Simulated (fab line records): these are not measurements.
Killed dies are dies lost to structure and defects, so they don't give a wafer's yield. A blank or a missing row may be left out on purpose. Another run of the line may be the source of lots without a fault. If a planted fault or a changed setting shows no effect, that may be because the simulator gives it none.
Comparing a struck lot with a sound one | flow n5 finfet | 38 steps out of a route of 1938
Sound: the wafers L793.1, L793.3, L793.5. Struck: wafer L801.2 (L801.1, L801.3, from the same lot, were not struck and are left out); the cause is given at the end.
For every step that has rows: the tool of each side, followed by ch and its chambers, followed by its first start. Under that, the readings that differ: sound wafers | struck wafers | difference of the means | sigmas: that difference in standard deviations of wafers without a fault.
alike: a reading whose means differ by less than 2 such deviations, as well as words and numbers matching on both sides. not compared: withheld readings; readings where some wafer has no value; bounds like >300 that might hide an equal value; numbers whose values overlap and for which the record gives no deviation.
The two part at a step that has a row with sigmas, a row that says differs or no value, or rows on one side only. Numbers that have no deviation but don't overlap get no sigmas and don't part them. Lack of a reading on every wafer of one side parts them only where that side has two or more wafers.

first, 9 steps without rows for these wafers: N5_BEOL_M8_DESCUM_33 (chemistry O2, time 7 s); N5_BEOL_M8_ETCH_72 (etches underlayer in N2/H2, target depth 6.5 nm, time 5.2 s); N5_BEOL_M8_ETCH_65 (etches SiARC in CF4, target depth 15.6 nm, time 26 s); N5_BEOL_M8_ETCH_66 (etches SOC in N2/H2, target depth 80 nm, overetch 16 nm, time 120 s); N5_BEOL_M8_STRIP_69 (strips in N2/H2); N5_BEOL_M8_STRIP_73 (strips in N2/H2); N5_BEOL_M8_VIA_ETCH_34 (etches SiCOH lowk in C4F6/O2, target depth 125.5 nm, time 50.5 s); N5_BEOL_M8_STRIP_76 (strips in C4F6/O2); N5_BEOL_M8_STRIP_36 (strips in N2/H2).
N5_BEOL_M8_TRENCH_ETCH_37: etches SiCOH lowk in C4F6/O2, target depth 93.478 nm, time 31.2 s.
  sound on rie diel-05 ch 1,2,3, day 11 01:58; struck on rie diel-05 ch 0, day 13 05:38
  reading                             | sound             | struck | difference | sigmas
  oes_o_777_au (a.u.)                 | 0.80 0.66 0.76    | 1.01   | +0.27      | +3
  run length s (s)                    | 54.9 54.2 53.8    | 58.7   | +4.4       | +10
  model.etch.depth nm (nm)            | 95.75 91.46 96.19 | 105    | +11        |
  model.BEOL_M8.feature depth nm (nm) | 95.8 91.4 96.2    | 105    | +11        |
  alike: drypump motor current A, oes product au, rf vpp V, showerhead plenum p Torr, throttle valve pct
  not compared: rf hours counter h
then, 2 steps without rows for these wafers: N5_BEOL_M8_ETCH_41 (etches SiCN in CH3F/O2, target depth 31.9 nm, time 57.8 s); N5_BEOL_M8_STRIP_80 (strips in N2/H2, time 10 s).
N5_BEOL_M8_OCD_MEAS_38:
  sound on ocd-02, day 11 02:07; struck on ocd-02, day 13 05:48
  reading              | sound          | struck | difference | sigmas
  trench depth nm (nm) | 95.7 91.6 96.3 | 104.7  | +10.2      | +5
then, 13 steps without rows for these wafers: N5_BEOL_M8_HM_STRIP_39 (strips TiN in peroxide tin strip, target depth 25 nm, time 158 s); N5_BEOL_M8_SRD_40 (time 30 s); N5_BEOL_M8_PRECLEAN_42 (cleans in residue remover, time 60 s); N5_BEOL_M8_SRD_43 (time 30 s); N5_BEOL_M8_CURE_75 (cures SiCOH lowk, time 120 s); N5_BEOL_M8_DEGAS_44 (time 60 s); N5_BEOL_M8_PRE_CLEAN_45 (time 30 s); N5_BEOL_M8_ALD_77 (deposits TaN, target thk 2 nm, pulse time 2 s, purge time 3 s); N5_BEOL_M8_SURFACE_TREAT_79; N5_BEOL_M8_CVD_78 (deposits Co from CCTBA/H2, target thk 2 nm, time 142.3 s); N5_BEOL_M8_SPUTTER_48 (material Cu, target thk 10 nm, time 1.667 s); N5_BEOL_M8_ECD_50 (material Cu, target thk 300 nm); N5_BEOL_M8_ANNEAL_51 (time 90 s).
N5_BEOL_M8_CMP_52: polishes, stops on SiCOH lowk, t overpolish 6.9 s, target thk 80 nm.
  sound on cmp-04 ch 0,1, day 11 04:20; struck on cmp-01 ch 3, day 13 07:40
  reading                                | sound          | struck | difference | sigmas
  model.Cu_of_BEOL_M8_ECD_50.thk nm (nm) | 80.2 79.4 83.2 | 91.8   | +10.9      |
  alike: barrier field endpoint s, motor current A, overpolish run s, time to endpoint s
N5_BEOL_M8_THK_MEAS_53: measures by xrf.
  sound on film metro-01, day 11 04:35; struck on film metro-01, day 13 07:58
  reading     | sound          | struck | difference | sigmas
  M8_THK (nm) | 80.5 80.0 83.6 | 90.7   | +9.3       | +4
then, 2 steps without rows for these wafers: N5_BEOL_M8_PRE_CLEAN_55 (time 15 s); N5_BEOL_M8_DEP_56 (deposits SiCN from 3MS/NH3, target thk 10 nm, time 17.5 s).
N5_BEOL_M8_RS_MEAS_57: measures by four-point-probe.
  sound on film metro-02, day 11 04:43; struck on film metro-01, day 13 08:08
  reading        | sound             | struck | difference | sigmas
  M8_RS (ohm/sq) | 0.286 0.289 0.273 | 0.244  | -0.039     | -4
then, 5 steps without rows for these wafers: N5_BEOL_M9_ILD_DEP_00 (deposits SiCOH lowk from DEMS/porogen, target thk 308.51 nm, time 58 s); N5_BEOL_M9_CURE_71 (cures SiCOH lowk, time 240 s); N5_BEOL_M9_PECVD_70 (deposits SiO2 from TEOS/O2, target thk 20 nm, time 22.7 s); N5_BEOL_M9_HM_DEP_02 (deposits TiN, target thk 20 nm); N5_BEOL_M9_COAT_59 (time 60 s, resist thk 100 nm).
-- record jumps: 3 days separate the struck wafers' starts on either side; left off in module BEOL_M9, taken up again in module BEOL_M15, whose first shown step is the route's number 1830 --
N5_BEOL_M15_RC_MEAS_101:
  sound on prober-01 ch 0, day 13 07:34; struck on prober-02 ch 0, day 15 20:46
  reading                   | sound               | struck  | difference | sigmas
  COMB_M6 (S/m)             | 2.7e-11 2e-11 2e-11 | 3.3e-11 | +1.1e-11   | +2
  SERP_M11 (ohm/um)         | 3.09 3.17 3.22      | 2.92    | -0.24      | -2
  SERP_M8 (ohm/um)          | 13.6 13.6 13.5      | 11.4    | -2.2       | -3
  SERP_M8_max_site (ohm/um) | 14.1 14.0 14.1      | 11.8    | -2.3       | -3
  alike: COMB_M10, COMB_M11, COMB_M12, COMB_M13, COMB_M13_max_site, COMB_M14, COMB_M14_max_site, COMB_M15, COMB_M5, COMB_M7, COMB_M8, COMB_M9, SERP_M10, SERP_M12, SERP_M13, SERP_M14, SERP_M5, SERP_M6, SERP_M7, SERP_M9
N5_PASSIVATION_PROBE_49:
  sound wafers here have rows in the record (prober-02, day 13 23:43); struck ones have none

WHERE THEY PART
Earliest at N5_BEOL_M8_TRENCH_ETCH_37; latest, in this record, at N5_PASSIVATION_PROBE_49.

WHY: what had been put in by the simulator
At N5_BEOL_M8_TRENCH_ETCH_37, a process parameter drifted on rie diel-05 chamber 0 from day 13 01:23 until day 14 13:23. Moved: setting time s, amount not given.
